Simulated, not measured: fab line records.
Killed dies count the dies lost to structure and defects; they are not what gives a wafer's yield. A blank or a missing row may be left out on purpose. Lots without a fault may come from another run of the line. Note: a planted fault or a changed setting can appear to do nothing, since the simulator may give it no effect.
Split-lot trial ; flow n5Finfet ; 21 wafers read from 7 lots, route of 1938 steps

## THE SPLIT ITSELF
At N5_BEOL_M9_COAT_05 (resist thk 90 nm), the setting spinRpm was moved away from the recipe's 1500 rpm on 5 of the 21 wafers read, by -9.9% to +7.2%. All remaining wafers had this setting at the recipe value.

## FROM THE SPLIT TO THE READING: what the file shows between them, 3 steps
- N5_BEOL_M9_EBR_07
- N5_BEOL_M9_SOFTBAKE_06: time 60 s
- N5_BEOL_M9_DESCUM_16: chemistry O2, time 7.9 s

## THE READING
CAR-ArF_of_BEOL_M9_COAT_05.thkNm (the simulator's own value, which no gauge read), in nm, at N5_BEOL_M9_ETCH_61 (etches SiARC in CF4, target depth 39 nm, time 65 s). No usual value for it is given in the file. Here, 16 wafers ran the recipe; their average is 55.3 nm with a standard deviation of 0.52 nm.

wafer;tool, chamber at the split;spinRpm as run, rpm;against the recipe;CAR-ArF_of_BEOL_M9_COAT_05.thkNm, nm;against lot-mates on the recipe
L080.1;lithoTrack-05, 0;1500;recipe;55.6;-
L080.5;lithoTrack-05, 0;1500;recipe;55.8;-
L080.6;lithoTrack-05, 0;1500;recipe;55.6;-
L078.3;lithoTrack-05, 0;1352;-9.9%;60.2;+4.8
L078.4;lithoTrack-05, 0;1352;-9.9%;58.6;+3.2
L078.6;lithoTrack-05, 0;1500;recipe;55.4;-
L085.1;lithoTrack-03, 0;1500;recipe;55.8;-
L085.4;lithoTrack-03, 0;1500;recipe;55.8;-
L085.5;lithoTrack-03, 0;1500;recipe;55.4;-
L086.3;lithoTrack-02, 0;1500;recipe;54.4;-
L086.5;lithoTrack-02, 0;1500;recipe;54;-
L086.6;lithoTrack-02, 0;1500;recipe;55.6;-
L091.2;lithoTrack-03, 0;1500;recipe;55.6;-
L091.3;lithoTrack-03, 0;1455;-3.0%;56.6;+1.1
L091.5;lithoTrack-03, 0;1500;recipe;55.4;-
L094.3;lithoTrack-02, 0;1608;+7.2%;51.8;-3.5
L094.5;lithoTrack-02, 0;1500;recipe;55.2;-
L094.6;lithoTrack-02, 0;1500;recipe;55.4;-
L095.3;lithoTrack-03, 0;1500;recipe;55.8;-
L095.4;lithoTrack-03, 0;1500;recipe;54.6;-
L095.6;lithoTrack-03, 0;1377;-8.2%;58.4;+3.2

THE FIT
A straight line over all 21 wafers: CAR-ArF_of_BEOL_M9_COAT_05.thkNm changes by -0.421 nm for each +1% of spinRpm; r = -0.95; the points scatter about the line by 0.56 nm.
The same after taking each lot's own level away (the mean of its wafers on the recipe; 21 wafers): -0.418 nm for each +1%; r = -0.96; scatter 0.45 nm.
Per that fit: largest spinRpm move, reading shift of 4.1 nm.
Across the lots, their own levels run from 54.67 to 55.67 nm, a range of 1.9 times the standard deviation given above.
So the lot-to-lot level changes the slope little: the two slopes agree.
Check: with one of the wafers moved furthest among these (-9.9%) left out of the fit, the line predicts +3.75 nm for it against its lot-mates. It came out at +4.8 nm against them.

## ADDITIONAL SPLITS CARRIED BY THESE WAFERS
Other splits were also applied to these wafers ahead of the reading. Each is held against what the fit with the lots' levels taken away leaves over:
other split on the same wafers;wafers away from the commonest value;r with CAR-ArF_of_BEOL_M9_COAT_05.thkNm (lot level and that fit taken away)
N5_BEOL_M8_HM_DEP_02 targetThkA;8;-0.47
N5_BEOL_M8_EXPOSE_25 doseMj;9;+0.02
N5_BEOL_M8_ETCH_72 h2FlowSccm;6;+0.13
N5_BEOL_M9_COAT_60 spinRpm;7;+0.72

## THE WHOLE CHAIN: every reading that the file lists as answering this split, in the file's order
step;what it does;reading;change (the file's fit);r (the file's)
N5_BEOL_M9_COAT_05;resist thk 90 nm;CAR-ArF_of_BEOL_M9_COAT_05.thkNm (the simulator's own value, which no gauge read);-0.463 nm for each +1% of the setting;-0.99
N5_BEOL_M9_ETCH_61;etches SiARC in CF4, target depth 39 nm, time 65 s;CAR-ArF_of_BEOL_M9_COAT_05.thkNm (the simulator's own value, which no gauge read);-0.418 nm for each +1% of the setting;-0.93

## THE FILE'S OWN FIT
CAR-ArF_of_BEOL_M9_COAT_05.thkNm changes by -0.418 nm for each +1% of spinRpm, r = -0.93.
